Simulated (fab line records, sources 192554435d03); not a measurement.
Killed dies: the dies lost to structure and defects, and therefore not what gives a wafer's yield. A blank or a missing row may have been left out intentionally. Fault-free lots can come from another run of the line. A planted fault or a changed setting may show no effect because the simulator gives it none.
Which tool did it? :: flow n5Finfet :: 12 lots with 33 wafers sampled at 5 steps, on a route of 1938 steps

== WHAT THE GAUGES READ, wafer by wafer ==
The record lacks any reading of a measuring or inspecting step that a usual standard deviation could be used to judge.

== TOOL THAT RAN EACH LOT (tool first, then ch and the chambers of the sampled wafers, then the start) ==
lot: L810
N5_BEOL_M11_ETCH_41: rieDiel-06 ch 1,3, day 13 20:02 or earlier
N5_BEOL_M11_ALD_74: aldMetal-01 ch 0,1,3, day 13 20:02
N5_BEOL_M11_SPUTTER_48: pvdSputter-01, day 13 20:36
N5_BEOL_M11_ANNEAL_51: rtpAnneal-01 ch 0, day 13 20:53
N5_PASSIVATION_PROBE_49: -

lot: L811
N5_BEOL_M11_ETCH_41: rieDiel-03 ch 1,2, day 14 02:56 or earlier
N5_BEOL_M11_ALD_74: aldMetal-01 ch 0,2,3, day 14 02:56
N5_BEOL_M11_SPUTTER_48: pvdSputter-01, day 14 03:30
N5_BEOL_M11_ANNEAL_51: rtpAnneal-02 ch 0, day 14 03:49
N5_PASSIVATION_PROBE_49: -

lot: L815
N5_BEOL_M11_ETCH_41: rieDiel-06 ch 0,2,3, day 14 18:13 or earlier
N5_BEOL_M11_ALD_74: aldMetal-04 ch 0,1,2, day 14 18:13
N5_BEOL_M11_SPUTTER_48: pvdSputter-03, day 14 18:52
N5_BEOL_M11_ANNEAL_51: rtpAnneal-01 ch 0, day 14 19:05
N5_PASSIVATION_PROBE_49: -

lot: L813
N5_BEOL_M11_ETCH_41: rieDiel-02 ch 1,3, day 15 02:31 or earlier
N5_BEOL_M11_ALD_74: aldMetal-01 ch 1,3, day 15 02:31
N5_BEOL_M11_SPUTTER_48: pvdSputter-02, day 15 03:02
N5_BEOL_M11_ANNEAL_51: rtpAnneal-02 ch 0, day 15 05:47
N5_PASSIVATION_PROBE_49: -

lot: L817
N5_BEOL_M11_ETCH_41: rieDiel-03 ch 0,2, day 15 07:02 or earlier
N5_BEOL_M11_ALD_74: aldMetal-01 ch 1,3, day 15 07:02
N5_BEOL_M11_SPUTTER_48: pvdSputter-03, day 15 07:59
N5_BEOL_M11_ANNEAL_51: rtpAnneal-02 ch 0, day 15 08:16
N5_PASSIVATION_PROBE_49: -

lot: L812
N5_BEOL_M11_ETCH_41: rieDiel-03 ch 0,2,3, day 15 10:54 or earlier
N5_BEOL_M11_ALD_74: aldMetal-02 ch 0,1, day 15 10:54
N5_BEOL_M11_SPUTTER_48: pvdSputter-02, day 15 11:32
N5_BEOL_M11_ANNEAL_51: rtpAnneal-01 ch 0, day 15 11:57
N5_PASSIVATION_PROBE_49: -

lot: L820
N5_BEOL_M11_ETCH_41: rieDiel-03 ch 0,2, day 16 04:17 or earlier
N5_BEOL_M11_ALD_74: aldMetal-01 ch 0,2, day 16 04:17
N5_BEOL_M11_SPUTTER_48: pvdSputter-01, day 16 05:20
N5_BEOL_M11_ANNEAL_51: rtpAnneal-01 ch 0, day 16 05:39
N5_PASSIVATION_PROBE_49: prober-01, day 17 21:26

lot: L824
N5_BEOL_M11_ETCH_41: rieDiel-02 ch 0,2, day 18 00:58 or earlier
N5_BEOL_M11_ALD_74: aldMetal-04 ch 0,1,3, day 18 00:58
N5_BEOL_M11_SPUTTER_48: pvdSputter-01, day 18 01:44
N5_BEOL_M11_ANNEAL_51: rtpAnneal-02 ch 0, day 18 02:20
N5_PASSIVATION_PROBE_49: -

lot: L827
N5_BEOL_M11_ETCH_41: rieDiel-02 ch 0,1,3, day 18 08:11 or earlier
N5_BEOL_M11_ALD_74: aldMetal-01 ch 0,3, day 18 08:11
N5_BEOL_M11_SPUTTER_48: pvdSputter-03, day 18 08:53
N5_BEOL_M11_ANNEAL_51: rtpAnneal-01 ch 0, day 18 09:07
N5_PASSIVATION_PROBE_49: -

lot: L831
N5_BEOL_M11_ETCH_41: rieDiel-02 ch 0,2,3, day 19 01:25 or earlier
N5_BEOL_M11_ALD_74: aldMetal-04 ch 0,1,2, day 19 01:25
N5_BEOL_M11_SPUTTER_48: pvdSputter-03, day 19 03:32
N5_BEOL_M11_ANNEAL_51: rtpAnneal-02 ch 0, day 19 03:46
N5_PASSIVATION_PROBE_49: -

lot: L830
N5_BEOL_M11_ETCH_41: rieDiel-06 ch 0,1,3, day 19 03:43 or earlier
N5_BEOL_M11_ALD_74: aldMetal-04 ch 1,2,3, day 19 03:43
N5_BEOL_M11_SPUTTER_48: pvdSputter-02, day 19 04:27
N5_BEOL_M11_ANNEAL_51: rtpAnneal-02 ch 0, day 19 05:05
N5_PASSIVATION_PROBE_49: -

lot: L829
N5_BEOL_M11_ETCH_41: rieDiel-03 ch 0,1,2, day 20 11:47 or earlier
N5_BEOL_M11_ALD_74: aldMetal-04 ch 0,2,3, day 20 11:47
N5_BEOL_M11_SPUTTER_48: pvdSputter-03, day 20 13:25
N5_BEOL_M11_ANNEAL_51: rtpAnneal-01 ch 0, day 20 13:49
N5_PASSIVATION_PROBE_49: -
- N5_BEOL_M11_ETCH_41: etches SiCN in CH3F/O2, target depth 42.6 nm, time 86 s.
- N5_BEOL_M11_ALD_74: deposits TaN, target thk 2 nm, pulse time 2 s, purge time 3 s.
- N5_BEOL_M11_SPUTTER_48: material Cu, target thk 12 nm, time 2 s.
- N5_BEOL_M11_ANNEAL_51: time 90 s.
- N5_PASSIVATION_PROBE_49

== WHAT THE TOOLS THEMSELVES READ (means of the sampled wafers that have a number; where no wafer has one, the mark that the record gives instead) ==
N5_BEOL_M11_ETCH_41. Usual: chamberPressureMTorr 29.998 mTorr, standard deviation 0.027; drypumpMotorCurrentA 5.7 A, standard deviation 0.38; oesProductAu 0.82 a.u., standard deviation 0.084; rfVppV 297.7 V, standard deviation 1.6; showerheadPlenumPTorr 2.01 Torr, standard deviation 0.066; throttleValvePct 16.21 %, standard deviation 0.17.
lot: L810
tool: rieDiel-06
chamberPressureMTorr (mTorr): 29.983
drypumpMotorCurrentA (A): 5.4
oesProductAu (a.u.): 0.91
rfVppV (V): 297.0
showerheadPlenumPTorr (Torr): 1.97
throttleValvePct (%): 16.13
flag: 

lot: L811
tool: rieDiel-03
chamberPressureMTorr (mTorr): 30.008
drypumpMotorCurrentA (A): 6.1
oesProductAu (a.u.): 0.88
rfVppV (V): 298.7
showerheadPlenumPTorr (Torr): 2.07
throttleValvePct (%): 16.17
flag: 

lot: L815
tool: rieDiel-06
chamberPressureMTorr (mTorr): 30.032
drypumpMotorCurrentA (A): 5.6
oesProductAu (a.u.): 0.81
rfVppV (V): 296.9
showerheadPlenumPTorr (Torr): 2.00
throttleValvePct (%): 16.16
flag: 

lot: L813
tool: rieDiel-02
chamberPressureMTorr (mTorr): 30.029
drypumpMotorCurrentA (A): 5.7
oesProductAu (a.u.): 0.73
rfVppV (V): 297.6
showerheadPlenumPTorr (Torr): 1.99
throttleValvePct (%): 16.30
flag: 

lot: L817
tool: rieDiel-03
chamberPressureMTorr (mTorr): 30.011
drypumpMotorCurrentA (A): 6.2
oesProductAu (a.u.): 0.80
rfVppV (V): 299.1
showerheadPlenumPTorr (Torr): 2.02
throttleValvePct (%): 16.03
flag: 

lot: L812
tool: rieDiel-03
chamberPressureMTorr (mTorr): 29.992
drypumpMotorCurrentA (A): 5.9
oesProductAu (a.u.): 0.82
rfVppV (V): 299.3
showerheadPlenumPTorr (Torr): 2.06
throttleValvePct (%): 16.13
flag: 

lot: L820
tool: rieDiel-03
chamberPressureMTorr (mTorr): 29.977
drypumpMotorCurrentA (A): 6.2
oesProductAu (a.u.): 0.80
rfVppV (V): 297.8
showerheadPlenumPTorr (Torr): 2.02
throttleValvePct (%): 16.05
flag: 

lot: L824
tool: rieDiel-02
chamberPressureMTorr (mTorr): 29.993
drypumpMotorCurrentA (A): 5.7
oesProductAu (a.u.): 0.83
rfVppV (V): 295.7
showerheadPlenumPTorr (Torr): 1.92
throttleValvePct (%): 16.41
flag: 

lot: L827
tool: rieDiel-02
chamberPressureMTorr (mTorr): 30.024
drypumpMotorCurrentA (A): 5.7
oesProductAu (a.u.): 0.77
rfVppV (V): 297.4
showerheadPlenumPTorr (Torr): 1.98
throttleValvePct (%): 16.35
flag: 

lot: L831
tool: rieDiel-02
chamberPressureMTorr (mTorr): 30.002
drypumpMotorCurrentA (A): 5.8
oesProductAu (a.u.): 0.76
rfVppV (V): 296.4
showerheadPlenumPTorr (Torr): 1.95
throttleValvePct (%): 16.44
flag: 

lot: L830
tool: rieDiel-06
chamberPressureMTorr (mTorr): 29.996
drypumpMotorCurrentA (A): 5.7
oesProductAu (a.u.): 0.82
rfVppV (V): 296.1
showerheadPlenumPTorr (Torr): 1.98
throttleValvePct (%): 16.15
flag: 

lot: L829
tool: rieDiel-03
chamberPressureMTorr (mTorr): 30.006
drypumpMotorCurrentA (A): 6.1
oesProductAu (a.u.): 0.80
rfVppV (V): 298.4
showerheadPlenumPTorr (Torr): 2.02
throttleValvePct (%): 16.24
flag: 

N5_BEOL_M11_ALD_74. Usual: heaterPowerW 407 W, standard deviation 43; precursorVesselPressureTorr 26.25 Torr, standard deviation 0.055; precursorVesselTempC 74.97 C, standard deviation 0.12.
lot: L810
tool: aldMetal-01
heaterPowerW (W): 382
precursorVesselPressureTorr (Torr): 26.21
precursorVesselTempC (C): 74.94
flag: 

lot: L811
tool: aldMetal-01
heaterPowerW (W): 395
precursorVesselPressureTorr (Torr): 26.24
precursorVesselTempC (C): 74.98
flag: 

lot: L815
tool: aldMetal-04
heaterPowerW (W): 411
precursorVesselPressureTorr (Torr): 26.33
precursorVesselTempC (C): 74.87
flag: 

lot: L813
tool: aldMetal-01
heaterPowerW (W): 370
precursorVesselPressureTorr (Torr): 26.25
precursorVesselTempC (C): 74.93
flag: 

lot: L817
tool: aldMetal-01
heaterPowerW (W): 372
precursorVesselPressureTorr (Torr): 26.26
precursorVesselTempC (C): 75.05
flag: 

lot: L812
tool: aldMetal-02
heaterPowerW (W): 420
precursorVesselPressureTorr (Torr): 26.19
precursorVesselTempC (C): 75.00
flag: 

lot: L820
tool: aldMetal-01
heaterPowerW (W): 408
precursorVesselPressureTorr (Torr): 26.29
precursorVesselTempC (C): 74.87
flag: 

lot: L824
tool: aldMetal-04
heaterPowerW (W): 401
precursorVesselPressureTorr (Torr): 26.21
precursorVesselTempC (C): 75.02
flag: 

lot: L827
tool: aldMetal-01
heaterPowerW (W): 376
precursorVesselPressureTorr (Torr): 26.23
precursorVesselTempC (C): 74.97
flag: 

lot: L831
tool: aldMetal-04
heaterPowerW (W): 402
precursorVesselPressureTorr (Torr): 26.25
precursorVesselTempC (C): 74.90
flag: 

lot: L830
tool: aldMetal-04
heaterPowerW (W): 414
precursorVesselPressureTorr (Torr): 26.21
precursorVesselTempC (C): 74.97
flag: 

lot: L829
tool: aldMetal-04
heaterPowerW (W): 435
precursorVesselPressureTorr (Torr): 26.31
precursorVesselTempC (C): 75.16
flag: 

N5_BEOL_M11_SPUTTER_48. Usual: 30.4 % for throttleValvePct, sd 0.73.
lot: L810
tool: pvdSputter-01
throttleValvePct (%): 30.5
flag: 

lot: L811
tool: pvdSputter-01
throttleValvePct (%): 30.4
flag: 

lot: L815
tool: pvdSputter-03
throttleValvePct (%): 29.9
flag: 

lot: L813
tool: pvdSputter-02
throttleValvePct (%): 30.2
flag: 

lot: L817
tool: pvdSputter-03
throttleValvePct (%): 30.5
flag: 

lot: L812
tool: pvdSputter-02
throttleValvePct (%): 30.4
flag: 

lot: L820
tool: pvdSputter-01
throttleValvePct (%): 30.6
flag: 

lot: L824
tool: pvdSputter-01
throttleValvePct (%): 30.0
flag: 

lot: L827
tool: pvdSputter-03
throttleValvePct (%): 30.3
flag: 

lot: L831
tool: pvdSputter-03
throttleValvePct (%): 29.9
flag: 

lot: L830
tool: pvdSputter-02
throttleValvePct (%): 30.5
flag: 

lot: L829
tool: pvdSputter-03
throttleValvePct (%): 30.6
flag: 

N5_BEOL_M11_ANNEAL_51. Usual: 225.90 for wafer_temp_C_max, sd 0.24.
lot: L810
tool: rtpAnneal-01
wafer_temp_C_max: 225.80
flag: 

lot: L811
tool: rtpAnneal-02
wafer_temp_C_max: 226.03
flag: 

lot: L815
tool: rtpAnneal-01
wafer_temp_C_max: 225.82
flag: 

lot: L813
tool: rtpAnneal-02
wafer_temp_C_max: 225.83
flag: 

lot: L817
tool: rtpAnneal-02
wafer_temp_C_max: 226.02
flag: 

lot: L812
tool: rtpAnneal-01
wafer_temp_C_max: 225.92
flag: 

lot: L820
tool: rtpAnneal-01
wafer_temp_C_max: 225.72
flag: 

lot: L824
tool: rtpAnneal-02
wafer_temp_C_max: 225.79
flag: 

lot: L827
tool: rtpAnneal-01
wafer_temp_C_max: 226.06
flag: 

lot: L831
tool: rtpAnneal-02
wafer_temp_C_max: 225.78
flag: 

lot: L830
tool: rtpAnneal-02
wafer_temp_C_max: 226.18
flag: 

lot: L829
tool: rtpAnneal-01
wafer_temp_C_max: 225.72
flag: 

N5_PASSIVATION_PROBE_49. Usual: defectLimitedYield 91.4 %, standard deviation 1.4; killed_at_M0_to_M3 34, standard deviation 9.1; killed_at_M4_up 14, standard deviation 5.2; killedAtContacts 12, standard deviation 6.4; killedAtFrontEnd 38, standard deviation 11; killedAtOther 3.7, standard deviation 2.8; killedDies 102, standard deviation 17; killedOpen 68, standard deviation 13; killedShort 32, standard deviation 7.8; sort_bin_4_leakage 0.05 %, standard deviation 0.3; sort_bin_5_function 5.1 %, standard deviation 1; sort_bin_6_memory 3.2 %, standard deviation 0.66; sortNPass 1076, standard deviation 19; sortYieldPct 91.2 %, standard deviation 1.6.
lot: L820
tool: prober-01
defectLimitedYield (%): 92.1
killed_at_M0_to_M3: 38
killed_at_M4_up: 11
killedAtContacts: 9
killedAtFrontEnd: 33
killedAtOther: 2.0
killedDies: 93
killedOpen: 56
killedShort: 34
sort_bin_4_leakage (%): 0.08
sort_bin_5_function (%): 4.2
sort_bin_6_memory (%): 3.3
sortNPass: 1087
sortYieldPct (%): 92.1
flag: 

== THE ANSWER, worked out from the rows above alone ==
Rule: lot off if the mean of its wafers having a number is beyond 3 standard deviations from the usual mean. Also off: a lot with no number at a reading for which 4 or more lots have one. Any other lot the step has rows for is counted as sound. The gauges are gone through in route order, then the tools' own readings, and for those a lot's mean is taken as printed above. At the first step where some lot is off, the reading lying furthest off is the one used; lots without a number count as furthest.
None of the lots is off at any reading shown; this tells nothing.

== WHAT THE SIMULATOR HAD INSERTED ==
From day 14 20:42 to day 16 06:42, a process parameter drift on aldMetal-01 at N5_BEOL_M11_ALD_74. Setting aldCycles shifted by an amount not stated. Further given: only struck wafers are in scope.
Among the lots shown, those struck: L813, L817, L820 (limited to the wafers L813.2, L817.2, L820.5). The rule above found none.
